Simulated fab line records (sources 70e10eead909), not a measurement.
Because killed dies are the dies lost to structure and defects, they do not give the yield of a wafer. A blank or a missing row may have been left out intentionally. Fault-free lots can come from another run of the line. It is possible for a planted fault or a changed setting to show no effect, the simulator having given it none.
3 desks looking at one fault	flow nand-harc	each desk has only its own numbers; what lay behind them comes last

## AT THE METROLOGY DESK
What the gauges read, lot by lot, whatever tool the lot ran on: means of the sampled wafers that have a number. The brackets show how far a lot's mean lies from the usual mean; more than 4 standard deviations puts the lot out of limits, marked OUT.
Columns: A = overlay-x-nm at NHARC_A_BLC_OVL_MEAS_11, usual 0.0 nm; B = overlay-y-nm at NHARC_A_BLC_OVL_MEAS_11, usual -0.2 nm
lot	first seen here	A	B
L605	day 22 21:48	-0.0	-0.8
L607	day 23 16:27	-0.6	-0.4
L606	day 23 18:00	0.9	0.2
L610	day 24 08:17	0.3	-0.2
L611	day 24 09:38	-0.0	-0.7
L612	day 25 17:52	1.0	0.4
L616	day 26 15:16	-0.7	0.2
L615	day 26 17:49	-0.0	2.0
L618	day 27 20:08	0.0	-0.8
L625	day 30 15:41	-0.6	-1.4
L626	day 31 05:34	-0.4	-0.9
L627	day 31 21:56	1.0	-0.9
L628	day 32 00:13	-0.3	-0.7
This desk's finding: nothing out of limits on any of the 13 lots.

## THE DEFECT DESK
Per lot, the means of the sampled wafers with a number show what the inspections along the route counted. The brackets show how far a lot's mean lies from the usual mean; more than 4 standard deviations puts the lot out of limits, marked OUT.
Columns: A = raw-defect-count at NHARC_A_CONTACT_INSPECT_23, usual 493
lot	first seen here	A
L605	day 22 21:12	386
L607	day 23 15:51	443
L606	day 23 17:24	715
L610	day 24 07:41	523
L611	day 24 09:02	449
L612	day 25 17:17	576
L616	day 26 14:41	597
L615	day 26 17:11	434
L618	day 27 19:32	509
L625	day 30 15:05	427
L626	day 31 04:58	452
L627	day 31 21:28	388
L628	day 31 23:37	463
This desk's finding: nothing out of limits on any of the 13 lots.

## DESK OF THE TOOL OWNER: pvd-sputter-02
The tool's own readings at NHARC_A_BLC_PVD_32 (deposits Ti, target thk 5 nm, time 17.7 s): means of the sampled wafers that have a number, for each lot that ran on this tool. The brackets show how far a lot's mean lies from the usual mean; more than 4 standard deviations puts the lot out of limits, marked OUT.
Columns: A = cathode-dc-power-W at NHARC_A_BLC_PVD_32, usual 5000.2 W; B = chamber-pressure-pa at NHARC_A_BLC_PVD_32, usual 4.999 Pa; C = throttle-valve-pct at NHARC_A_BLC_PVD_32, usual 29.6 %
lot	first seen here	A	B	C
L605	day 22 23:36	5000.4	5.003	29.0
L610	day 24 10:07	5000.7	5.010	28.7
L625	day 30 17:29	4999.0	4.995	29.0
L627	day 31 23:45	4999.6	5.007	28.8
This desk's finding: nothing out of limits on any of the 4 lots.

## ALL TOGETHER
The metrology desk saw nothing out of limits.
Nothing out of limits was seen by the defect desk.
The desk of the tool owner found nothing out of limits.

## WHAT HAD BEEN PUT IN BY THE SIMULATOR
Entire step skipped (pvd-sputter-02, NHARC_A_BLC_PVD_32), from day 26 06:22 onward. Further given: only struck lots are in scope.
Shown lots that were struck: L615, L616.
